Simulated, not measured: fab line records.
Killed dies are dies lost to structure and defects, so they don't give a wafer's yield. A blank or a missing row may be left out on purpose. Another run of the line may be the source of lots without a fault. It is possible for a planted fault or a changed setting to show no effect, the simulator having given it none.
A struck lot beside a sound one ; flow nand-harc ; 41 steps out of a route of 1159
Sound: wafers L158.2, L158.3, L158.6. Struck: wafers L162.1, L162.3, L162.5. The cause comes at the end.
Per side, at each step with rows, come the tool, then ch with its chambers, and then its first start. Under that, the readings that differ: sound wafers ; struck wafers ; difference of the means ; sigmas: that difference in standard deviations of wafers without a fault.
alike: words and numbers the same on both sides, and readings whose means are apart by under 2 such deviations; not compared: readings that were withheld, readings missing a value for some wafer, numbers with overlapping values and no deviation given by the record, and bounds like >300 which may hide the same value.
The two part at a step that has a row with sigmas, a row that says differs or no value, or rows on one side only. When numbers do not overlap yet have no deviation, they are printed without sigmas and do not part them. Lack of a reading on every wafer of one side parts them only where that side has two or more wafers.

first, 7 steps without rows for these wafers: NHARC_P_GATE_HMDS_52 (time 30 s); NHARC_P_GATE_COAT_53; NHARC_P_GATE_SOFTBAKE_54 (time 95 s); NHARC_P_GATE_EBR_55; NHARC_P_GATE_EXPOSE_56 (exposes mask P PSD, target cd 720 nm); NHARC_P_GATE_PEB_57 (peb time 85 s); NHARC_P_GATE_DEVELOP_58 (time 70 s).
NHARC_P_GATE_CD_MEAS_59: target cd 720 nm.
  sound on cd-sem-03 ch 0, day 7 05:29; struck on cd-sem-01 ch 0, day 7 18:32
  alike: cd-nm
then, 1 step without rows for these wafers: NHARC_P_GATE_HARDBAKE_60 (time 80 s).
NHARC_P_GATE_DESCUM_61: chemistry O2, time 3 s.
  sound on rie-diel-11 ch 1,2, day 7 05:38; struck on rie-diel-11 ch 1,2,3, day 7 18:43
  alike: drypump-motor-current-A, oes-product-au, rf-vpp-V, showerhead-plenum-p-Torr, throttle-valve-pct
  not compared: rf-hours-counter-h
then, 2 steps without rows for these wafers: NHARC_P_GATE_IMPLANT_62; NHARC_P_GATE_STRIP_112 (strips in N2/H2, time 200 s).
NHARC_P_GATE_STRIP_76: strips in O2.
  sound on plasma-asher-01 ch 0,1, day 7 06:17; struck on plasma-asher-02 ch 0,1, day 7 19:28
  alike: drypump-motor-current-A, heater-power-w
  not compared: rf-hours-counter-h
then, 9 steps without rows for these wafers: NHARC_P_GATE_STRIP_63 (strips in SPM, time 900 s); NHARC_P_GATE_DEHYDRATE_83 (time 120 s); NHARC_P_GATE_HMDS_84 (time 30 s); NHARC_P_GATE_COAT_85; NHARC_P_GATE_SOFTBAKE_86 (time 95 s); NHARC_P_GATE_EBR_87; NHARC_P_GATE_EXPOSE_88 (exposes mask P HVN, target cd 2000 nm); NHARC_P_GATE_PEB_89 (peb time 85 s); NHARC_P_GATE_DEVELOP_90 (time 70 s).
NHARC_P_GATE_CD_MEAS_91: target cd 2000 nm.
  sound on cd-sem-03 ch 0, day 7 07:12; struck on cd-sem-03 ch 0, day 7 20:23
  alike: cd-nm
then, 3 steps without rows for these wafers: NHARC_P_GATE_HARDBAKE_92 (time 80 s); NHARC_P_GATE_DESCUM_93 (chemistry O2, time 3 s); NHARC_P_GATE_IMPLANT_94.
NHARC_P_GATE_STRIP_113: strips in N2/H2, time 740 s.
  sound on plasma-asher-02 ch 0,1, day 7 07:44; struck on plasma-asher-02 ch 0,1, day 7 21:02
  alike: drypump-motor-current-A, heater-power-w
  not compared: rf-hours-counter-h
then, 2 steps without rows for these wafers: NHARC_P_GATE_STRIP_95 (strips in O2); NHARC_P_GATE_STRIP_96 (strips in SPM, time 900 s).
NHARC_P_GATE_RTA_64: time 1 s.
  sound on rtp-anneal-02 ch 0, day 7 09:03; struck on rtp-anneal-02 ch 0, day 7 22:11
  alike: lamp-power-pct, wafer_temp_C_max
then, 7 steps without rows for these wafers: NHARC_P_GATE_ETCH_77 (etches SiO2 in dHF, target depth 6 nm); NHARC_P_GATE_DEGAS_109 (time 60 s); NHARC_P_GATE_PRE_CLEAN_110 (time 30 s); NHARC_P_GATE_SPUTTER_78 (material Ni, target thk 10 nm); NHARC_P_GATE_SPUTTER_79 (material TiN, target thk 10 nm); NHARC_P_GATE_RTA_80 (time 30 s); NHARC_P_GATE_STRIP_67 (strips in SPM, time 600 s).
NHARC_P_GATE_RTA_82: time 30 s.
  sound on rtp-anneal-01 ch 0, day 7 10:07; struck on rtp-anneal-01 ch 0, day 7 23:14
  alike: lamp-power-pct, wafer_temp_C_max
NHARC_P_GATE_INSPECT_68:
  sound on defect-inspect-01, day 7 10:17; struck on defect-inspect-02, day 7 23:26
reading;sound;struck;difference;sigmas
raw-defect-count;267 207 266;1220 1307 1209;+999;+13
NHARC_P_CONTACT_DEP_30: deposits SiNx, target thk 30 nm.
  sound on pecvd-04 ch 0,1, day 7 10:24; struck on pecvd-03 ch 1,2, day 7 23:47
reading;sound;struck;difference;sigmas
heater-power-w (W);761 669 766;873 945 925;+182;+2
-- record jumps: 14 days between struck wafers' starts before vs after; left off in module P_CONTACT, resumes in module END, first step shown is number 1159 of the route --
NHARC_END_SORT_01:
  the record has rows for the struck wafers here (prober-02 ch 0, day 21 14:34) and none for the sound ones

WHERE THEY PART
Earliest at NHARC_P_GATE_INSPECT_68; latest, in this record, at NHARC_END_SORT_01.

WHY: what the simulator had put in
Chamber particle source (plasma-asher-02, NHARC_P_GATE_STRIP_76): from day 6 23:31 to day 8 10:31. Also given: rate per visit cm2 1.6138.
